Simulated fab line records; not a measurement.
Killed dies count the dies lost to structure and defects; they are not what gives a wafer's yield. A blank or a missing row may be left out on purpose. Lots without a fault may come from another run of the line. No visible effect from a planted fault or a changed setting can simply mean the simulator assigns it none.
Which tool did it? -- flow nand_harc -- 11 lots, 33 wafers sampled, at 1 step of a route of 1302

## WHAT EACH GAUGE READ, for each wafer
NHARC_P_M0_INSPECT_27.
lot,measured,on,raw_defect_count
L682,day 6 12:09,defect_inspect-02,145 328 435
L684,day 7 03:47,defect_inspect-02,496 510 724
L685,day 7 17:16,defect_inspect-02,385 405 339
L686,day 8 12:02,defect_inspect-02,223 238 184
L687,day 8 13:19,defect_inspect-01,210 365 242
L695,day 12 04:29,defect_inspect-01,466 355 423
L697,day 12 23:56,defect_inspect-01,173 379 222
L698,day 13 12:26,defect_inspect-02,358 628 338
L699,day 13 16:49,defect_inspect-02,180 103 125
L700,day 13 23:49,defect_inspect-01,280 223 282
L702,day 15 00:37,defect_inspect-01,131 408 240

## WHICH TOOL RAN EACH LOT (tool, then ch and the chambers of the sampled wafers, then the start)
The record shows no process step preceding these readings.

## THE ANSWER, worked out from the rows above alone
Rule: what is usual is taken from the lots themselves. Put in order of their means at a reading, lots are off if they are a third of the lots or fewer, leave a main group of 4 or more, and stand apart from it by a gap of 3 or more times the standard deviation of the main group's means; of several such gaps the widest counts. Not used: any main group whose means are identical at the precision the tables above print for the reading. Also off: a lot with no number at a reading for which 4 or more lots have one. The other lots that the step has rows for count as sound.
Nothing can be told from this: no lot is off at any reading shown.

## WHAT THE SIMULATOR HAD INSERTED
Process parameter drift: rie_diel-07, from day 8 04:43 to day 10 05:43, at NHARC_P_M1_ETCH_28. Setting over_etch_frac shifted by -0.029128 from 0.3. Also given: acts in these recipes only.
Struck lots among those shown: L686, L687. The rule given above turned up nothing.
